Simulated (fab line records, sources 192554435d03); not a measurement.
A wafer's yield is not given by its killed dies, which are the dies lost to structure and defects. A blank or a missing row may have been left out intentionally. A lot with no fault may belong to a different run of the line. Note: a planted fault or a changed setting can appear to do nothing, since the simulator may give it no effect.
Chamber matching ; flow n5_finfet ; rie_diel-01 running N5_BEOL_M0_SAQP_ETCH_107: 4 sister chambers
The step etches SiNx in CH3F/O2, target depth 30 nm. 8 wafers are shown with their chamber, then 12 later ones without.

## WAFERS PAIRED WITH THEIR CHAMBERS
wafer;chamber;drypump_motor_current_A (A);showerhead_plenum_p_Torr (Torr)
L078.6;3;4.9;2.06
L084.5;0;6.0;2.05
L084.6;1;5.8;2.13
L087.5;2;6.4;2.07
L087.6;0;6.0;2.05
L089.2;2;6.3;2.07
L089.3;3;4.9;2.06
L089.6;1;5.8;2.12

## WAFERS MISSING THEIR CHAMBER
wafer;drypump_motor_current_A (A);showerhead_plenum_p_Torr (Torr)
L091.4;4.8;2.06
L091.5;6.4;2.06
L091.6;5.8;2.12
L094.2;6.0;2.04
L094.3;4.9;2.06
L094.4;5.8;2.12
L095.1;6.0;2.04
L095.3;5.8;2.12
L095.4;6.4;2.06
L097.1;6.0;2.04
L097.4;5.8;2.12
L097.5;4.8;2.05

## WHICH CHAMBER EACH WENT THROUGH
wafer;from the rows above;in truth
L091.4;3;3
L091.5;2;2
L091.6;1;1
L094.2;0;0
L094.3;3;3
L094.4;1;1
L095.1;0;0
L095.3;1;1
L095.4;2;2
L097.1;0;0
L097.4;1;1
L097.5;3;3
Correct placement for 12 of the 12. Not placeable from these rows: 0. Number placed wrongly: 0.
How it was worked out, from the rows above alone: a wafer's distance from a chamber is the root of the sum, over the readings, of the square of ((its reading less the chamber's mean) divided by the reading's scatter). If the next closest chamber is less than 2 further off than the closest, the wafer can't be placed; otherwise it belongs to the closest. A chamber's mean is the mean of its shown wafers. How the scatter is found: for the shown wafers, subtract from each reading the mean of its chamber, square and add these, divide the total by (wafers less chambers), then take the root.
